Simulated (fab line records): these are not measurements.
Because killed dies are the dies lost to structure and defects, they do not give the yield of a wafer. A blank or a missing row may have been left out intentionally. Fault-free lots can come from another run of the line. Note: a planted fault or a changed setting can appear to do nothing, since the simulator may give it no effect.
fab line records	flow nandHarc	part 2 of 2: steps 4 to 6 of 6
record lots=23	wafers=69	lastDay=33
route steps=1302 shown A_STAIRCASE@652
lots that met no fault: from a run of the same line without faults
startH: start of the lot's first displayed wafer, in hours after the record's first day	waitH: hours from the lot's prior step to this one	" as in the row above	L1.1+2: a row that stands for several wafers	- no value, or no start was given	* or withheld: withheld	< > ~ a bound
route shown NAME@n: a module of which the file shows steps, and the number in the route of the first	usual: average and standard deviation across the fault-free wafers	same: alike in all rows	chamber/n: place in a boat	sites: per-site readings	_std_site: their standard deviation	_edge_site: mean of outer sites minus mean of inner sites	radiusMm: for every site, how far away it sits from the centre of the wafer	mask NAME#n: copy n	behind: the most recent tool/chamber to have shaped the wafer	hold: the reason the lot was held/the length of the hold in hours/how it ended	device: transistor that didn't switch, given as n, p or np	end of line: tests of these same wafers at the route's end	where a step has no rows: the recipe by itself	killed: not the wafer's yield, but the dies lost to structure and defects at the first sort	map: a wafer's dies, x killed, . not, _ none there
set.NAME: the setting as run; set.NAME@STEP: as run at that earlier step	model.NAME: the simulator's own value behind a step, which no gauge read
steps of the route over a sample of lots; a table a step, a row a wafer
services: when a tool's chamber went out of use (startH, in hours from the record's first day, below 0 if earlier), for how many hours, and the reason
## steps
# step NHARC_A_STAIRCASE_TRIM_26
# recipe timeS=211.2	o2FlowSccm=500	arFlowSccm=0	biasW=0	chemistry=O2
# usual drypumpMotorCurrentA=5.6/0.4	oesProductAu=1.001/0.0076	rfVppV=57.7/0.77	showerheadPlenumPTorr=3.46/0.1	throttleValvePct=17.036/0.0096
lot.wafer	tool	chamber	startH	waitH	drypumpMotorCurrentA	oesProductAu	rfHoursCounterH	rfVppV	showerheadPlenumPTorr	throttleValvePct
L074.2	rieDiel-09	1	-	-	6.2	0.986	10	58.1	3.39	17.028
L074.3	"	0	"	"	5.7	0.989	10	58.3	3.37	17.036
L074.6	"	2	"	"	5.8	0.988	-	56.7	3.55	17.041
L075.2	rieDiel-01	3	-	-	5.3	0.998	39	58.2	3.35	17.050
L075.4	"	3	"	"	5.2	1.003	-	57.7	3.35	17.037
L075.5	"	2	"	"	5.9	1.005	-	58.3	3.34	17.043
L078.2	rieDiel-09	3	-	-	5.8	0.992	10	58.5	3.61	17.044
L078.1	"	1	"	"	6.2	0.989	19	57.3	3.38	17.048
L078.4	"	1	"	"	6.2	0.982	-	58.9	3.38	17.051
L077.3	rieDiel-06	1	-	-	5.8	1.004	33	57.9	3.62	17.043
L077.4	"	3	"	"	5.9	0.997	36	58.7	3.39	17.032
L077.5	"	1	"	"	5.8	1.004	-	57.2	3.62	17.043
L076.2	rieDiel-06	2	-	-	5.0	0.997	36	58.4	3.55	17.020
L076.5	"	3	"	"	5.9	0.997	-	57.3	3.39	17.034
L076.6	"	0	"	"	5.7	1.003	-	58.5	3.47	17.046
L080.3	rieDiel-01	1	-	-	4.8	1.001	11	58.2	3.60	17.052
L080.5	"	2	"	"	5.9	1.002	-	55.5	3.34	17.025
L080.6	"	3	"	"	5.3	1.002	-	58.0	3.34	17.022
L081.3	rieDiel-01	3	-	-	5.3	1.004	15	58.4	3.34	17.031
L081.1	"	0	"	"	5.7	0.997	13	57.3	3.46	17.050
L081.5	"	0	"	"	5.6	0.998	-	57.0	3.46	17.018
L082.4	rieDiel-01	0	-	-	5.7	0.992	20	57.4	3.46	17.038
L082.5	"	0	"	"	5.7	1.001	-	57.4	3.46	17.036
L082.6	"	1	"	"	4.8	1.010	-	58.0	3.60	17.041
L083.2	rieDiel-06	0	-	-	5.7	1.007	52	58.0	3.46	17.027
L083.5	"	3	"	"	5.9	1.003	-	57.9	3.38	17.036
L083.6	"	0	"	"	5.8	1.016	-	58.1	3.46	17.031
L085.3	rieDiel-01	1	-	-	4.8	0.999	23	57.3	3.60	17.023
L085.5	"	0	"	"	5.7	0.994	-	57.1	3.45	17.041
L085.4	"	2	"	"	5.9	1.005	-	58.0	3.33	17.034
L084.5	rieDiel-09	3	-	-	5.8	0.984	-	57.2	3.59	17.025
L084.4	"	1	"	"	6.2	0.996	-	57.3	3.37	17.031
L084.6	"	2	"	"	5.8	1.004	-	58.6	3.53	17.025
L087.2	rieDiel-06	0	-	-	5.8	1.019	62	57.7	3.46	17.022
L087.4	"	1	"	"	5.8	1.016	62	57.8	3.60	17.054
L087.3	"	2	"	"	5.1	1.002	61	57.1	3.54	17.043
L086.2	rieDiel-09	3	-	-	5.8	0.993	46	58.0	3.59	17.043
L086.5	"	0	"	"	5.7	1.004	-	55.9	3.35	17.021
L086.6	"	1	"	"	6.2	0.998	-	57.7	3.37	17.023
L089.3	rieDiel-01	1	-	-	4.8	0.997	38	58.0	3.59	17.041
L089.6	"	1	"	"	4.8	0.996	-	58.8	3.59	17.034
L089.5	"	2	"	"	5.9	0.993	-	57.7	3.32	17.022
L088.4	rieDiel-06	1	-	-	5.8	1.004	5	59.3	3.60	17.024
L088.2	"	2	"	"	5.0	1.004	4	58.1	3.53	17.031
L088.5	"	1	"	"	5.8	1.007	-	58.1	3.60	17.036
L090.1	rieDiel-09	2	-	-	5.8	0.999	4	58.7	3.52	17.030
L090.2	"	3	"	"	5.8	0.993	3	58.7	3.58	17.026
L090.3	"	1	"	"	6.2	0.993	3	57.8	3.36	17.027
L091.3	rieDiel-01	3	-	-	5.3	0.996	40	57.3	3.33	17.035
L091.2	"	0	"	"	5.7	0.987	41	57.6	3.45	17.029
L091.4	"	1	"	"	4.8	0.997	40	56.8	3.59	17.051
L092.2	rieDiel-09	0	-	-	5.7	1.014	7	58.1	3.34	17.043
L092.1	"	1	"	"	6.2	0.998	8	58.1	3.36	17.039
L092.5	"	0	"	"	5.7	1.021	-	58.0	3.34	17.034
L093.2	rieDiel-01	0	-	-	5.7	0.985	49	59.2	3.44	17.043
L093.3	"	1	"	"	4.8	1.000	49	57.7	3.58	17.025
L093.4	"	0	"	"	5.7	0.995	-	57.8	3.44	17.049
L095.4	rieDiel-06	0	-	-	5.8	1.007	25	56.7	3.44	17.034
L095.1	"	1	"	"	5.8	1.008	25	58.4	3.59	17.041
L095.2	"	3	"	"	5.9	1.006	20	57.2	3.36	17.034
L094.2	rieDiel-01	1	-	-	4.8	1.008	1	58.4	3.58	17.033
L094.5	"	2	"	"	5.9	1.004	-	57.8	3.31	17.039
L094.4	"	1	"	"	4.8	1.003	-	57.6	3.58	17.045
L096.3	rieDiel-01	1	-	-	4.8	1.007	3	57.4	3.58	17.025
L096.1	"	0	"	"	5.7	1.008	3	57.2	3.44	17.034
L096.6	"	2	"	"	5.9	1.006	-	56.5	3.31	17.038
L097.2	rieDiel-01	1	-	-	4.8	1.007	11	59.1	3.57	17.020
L097.1	"	0	"	"	5.7	1.001	9	56.2	3.43	17.047
L097.5	"	1	"	"	4.8	1.006	-	57.7	3.57	17.033
# step NHARC_A_STAIRCASE_ETCH_192
# recipe targetDepthA=1000	timeS=40.5	ionEnergyEv=400	c4f8FlowSccm=20	o2FlowSccm=10	arFlowSccm=withheld	rfW=600	biasW=1000	chemistry=C4F8/O2
# usual oesProductAu=0.945/0.009	rfVppV=893/3.9
lot.wafer	tool	chamber	startH	waitH	oesProductAu	rfHoursCounterH	rfVppV
L074.2	rieDiel-01	3	-	-	0.947	34	890
L074.3	"	1	"	"	0.945	33	899
L074.6	"	3	"	"	0.940	-	889
L075.4	rieDiel-06	3	-	-	0.942	28	892
L075.2	"	1	"	"	0.946	23	899
L075.5	"	3	"	"	0.935	-	891
L078.1	rieDiel-06	1	-	-	0.937	33	900
L078.4	"	2	"	"	0.934	35	896
L078.2	"	3	"	"	0.941	36	890
L077.3	rieDiel-06	0	-	-	0.942	35	893
L077.4	"	2	"	"	0.962	37	898
L077.5	"	3	"	"	0.951	-	890
L076.2	rieDiel-09	2	-	-	0.925	24	897
L076.6	"	0	"	"	0.944	-	890
L076.5	"	1	"	"	0.932	-	890
L080.3	rieDiel-06	0	-	-	0.939	48	893
L080.5	"	2	"	"	0.938	-	897
L080.6	"	3	"	"	0.946	-	891
L081.3	rieDiel-01	0	-	-	0.937	14	894
L081.1	"	1	"	"	0.936	12	898
L081.5	"	0	"	"	0.951	-	893
L082.4	rieDiel-01	1	-	-	0.954	18	899
L082.6	"	1	"	"	0.942	-	899
L082.5	"	2	"	"	0.948	-	890
L083.2	rieDiel-06	3	-	-	0.946	53	888
L083.5	"	3	"	"	0.947	-	890
L083.6	"	0	"	"	0.935	-	894
L085.3	rieDiel-06	0	-	-	0.950	58	892
L085.4	"	1	"	"	0.957	57	900
L085.5	"	3	"	"	0.942	-	891
L084.4	rieDiel-01	2	-	-	0.936	23	889
L084.5	"	2	"	"	0.927	-	890
L084.6	"	3	"	"	0.943	-	889
L087.2	rieDiel-01	2	-	-	0.946	26	889
L087.3	"	3	"	"	0.938	29	888
L087.4	"	0	"	"	0.941	31	893
L086.2	rieDiel-06	3	-	-	0.949	63	890
L086.6	"	3	"	"	0.962	-	890
L086.5	"	0	"	"	0.946	-	894
L089.3	rieDiel-09	1	-	-	0.948	2	890
L089.5	"	1	"	"	0.941	-	890
L089.6	"	2	"	"	0.934	-	897
L088.2	rieDiel-06	0	-	-	0.933	7	893
L088.4	"	1	"	"	0.946	6	898
L088.5	"	2	"	"	0.944	-	897
L090.1	rieDiel-09	2	-	-	0.937	4	895
L090.2	"	0	"	"	0.941	4	889
L090.3	"	1	"	"	0.924	4	891
L091.4	rieDiel-01	3	-	-	0.945	42	889
L091.3	"	0	"	"	0.937	45	893
L091.2	"	1	"	"	0.946	45	898
L092.1	rieDiel-01	2	-	-	0.945	44	888
L092.2	"	0	"	"	0.936	48	893
L092.5	"	2	"	"	0.956	-	886
L093.4	rieDiel-06	3	-	-	0.959	14	890
L093.3	"	0	"	"	0.939	21	894
L093.2	"	1	"	"	0.952	21	898
L095.1	rieDiel-01	2	-	-	0.961	1	888
L095.2	"	3	"	"	0.948	0	888
L095.4	"	1	"	"	0.945	1	898
L094.4	rieDiel-06	0	-	-	0.949	26	893
L094.2	"	1	"	"	0.948	25	898
L094.5	"	0	"	"	0.951	-	892
L096.3	rieDiel-06	3	-	-	0.939	22	890
L096.1	"	2	"	"	0.937	26	896
L096.6	"	3	"	"	0.934	-	891
L097.2	rieDiel-09	3	-	-	0.937	33	898
L097.1	"	1	"	"	0.948	33	889
L097.5	"	2	"	"	0.935	-	896
# step NHARC_A_STAIRCASE_ETCH_223
# recipe targetDepthA=1000	timeS=40.5	ionEnergyEv=400	c4f8FlowSccm=20	o2FlowSccm=10	arFlowSccm=withheld	rfW=600	biasW=1000	chemistry=C4F8/O2
# usual oesProductAu=0.943/0.011	rfVppV=893/3.9
lot.wafer	tool	chamber	startH	waitH	oesProductAu	rfHoursCounterH	rfVppV
L074.3	rieDiel-09	1	-	-	0.924	13	891
L074.2	"	2	"	"	0.923	13	897
L074.6	"	0	"	"	0.931	-	890
L075.2	rieDiel-09	0	-	-	0.935	16	890
L075.4	"	1	"	"	0.964	16	891
L075.5	"	3	"	"	0.937	-	898
L078.2	rieDiel-06	0	-	-	0.953	36	894
L078.4	"	1	"	"	0.946	35	900
L078.1	"	2	"	"	0.940	37	897
L077.4	rieDiel-01	3	-	-	0.956	2	889
L077.3	"	1	"	"	0.943	2	898
L077.5	"	2	"	"	0.958	-	890
L076.2	rieDiel-09	0	-	-	0.942	21	891
L076.5	"	3	"	"	0.937	-	899
L076.6	"	0	"	"	0.942	-	891
L080.3	rieDiel-09	3	-	-	0.922	27	899
L080.5	"	2	"	"	0.927	-	894
L080.6	"	3	"	"	0.927	-	899
L081.3	rieDiel-06	0	-	-	0.955	48	894
L081.1	"	1	"	"	0.950	48	899
L081.5	"	3	"	"	0.943	-	890
L083.2	rieDiel-01	3	-	-	0.950	25	888
L083.5	"	3	"	"	0.943	-	890
L083.6	"	0	"	"	0.929	-	893
L082.4	rieDiel-01	2	-	-	0.934	20	889
L082.6	"	2	"	"	0.936	-	888
L082.5	"	3	"	"	0.933	-	890
L085.4	rieDiel-01	3	-	-	0.950	27	891
L085.3	"	0	"	"	0.927	28	895
L085.5	"	1	"	"	0.951	-	897
L084.4	rieDiel-06	1	-	-	0.932	59	899
L084.6	"	2	"	"	0.928	-	895
L084.5	"	3	"	"	0.931	-	890
L087.4	rieDiel-09	3	-	-	0.935	47	898
L087.2	"	0	"	"	0.941	46	890
L087.3	"	2	"	"	0.935	55	896
L086.2	rieDiel-01	0	-	-	0.948	33	894
L086.5	"	2	"	"	0.930	-	890
L086.6	"	3	"	"	0.944	-	889
L089.3	rieDiel-09	0	-	-	0.941	2	890
L089.6	"	2	"	"	0.951	-	895
L089.5	"	3	"	"	0.932	-	898
L088.4	rieDiel-01	1	-	-	0.954	39	900
L088.2	"	2	"	"	0.947	38	889
L088.5	"	1	"	"	0.946	-	897
L091.2	rieDiel-06	2	-	-	0.950	12	895
L091.3	"	1	"	"	0.942	14	898
L091.4	"	0	"	"	0.948	-	893
L090.2	rieDiel-09	3	-	-	0.947	9	897
L090.3	"	0	"	"	0.972	7	891
L090.1	"	1	"	"	0.942	8	890
L092.1	rieDiel-01	2	-	-	0.939	45	887
L092.2	"	1	"	"	0.949	47	897
L092.5	"	1	"	"	0.942	-	899
L093.2	rieDiel-01	1	-	-	0.936	51	899
L093.4	"	2	"	"	0.923	48	888
L093.3	"	0	"	"	0.925	51	893
L095.1	rieDiel-06	0	-	-	0.939	27	893
L095.4	"	1	"	"	0.972	26	899
L095.2	"	2	"	"	0.959	25	894
L094.2	rieDiel-09	1	-	-	0.958	28	889
L094.4	"	3	"	"	0.944	26	898
L094.5	"	0	"	"	0.947	-	888
L096.3	rieDiel-01	2	-	-	0.960	8	888
L096.1	"	3	"	"	0.937	4	889
L096.6	"	0	"	"	0.939	-	892
L097.1	rieDiel-09	2	-	-	0.964	31	895
L097.2	"	0	"	"	0.944	37	890
L097.5	"	1	"	"	0.953	-	889
## services
tool	chamber	startH	hours	kind
rieDiel-09	-	322.32	9.0	pm
rieDiel-01	2	348.93	9.0	repair
rieDiel-01	1	359.08	9.7	repair
rieDiel-01	0	359.56	-	clean
rieDiel-01	2	359.56	-	clean
rieDiel-01	3	359.56	-	clean
rieDiel-09	0	380.91	7.5	repair
rieDiel-01	-	381.23	9.0	pm
rieDiel-01	0	381.23	9.0	ventCycle
rieDiel-01	1	381.23	9.0	ventCycle
rieDiel-06	0	421.50	4.5	repair
rieDiel-09	2	450.40	4.0	repair
rieDiel-09	0	452.41	12.4	repair
rieDiel-06	-	484.20	9.0	pm
rieDiel-09	0	485.52	4.6	repair
rieDiel-09	-	499.32	9.0	pm
rieDiel-06	-	505.03	0.9	repair
rieDiel-01	0	534.48	5.9	repair
rieDiel-01	3	553.19	17.0	repair
rieDiel-06	2	553.95	8.9	repair
rieDiel-01	-	558.35	9.0	pm
rieDiel-09	1	567.42	1.8	repair
rieDiel-01	3	573.93	2.5	repair
rieDiel-06	2	584.26	14.5	repair
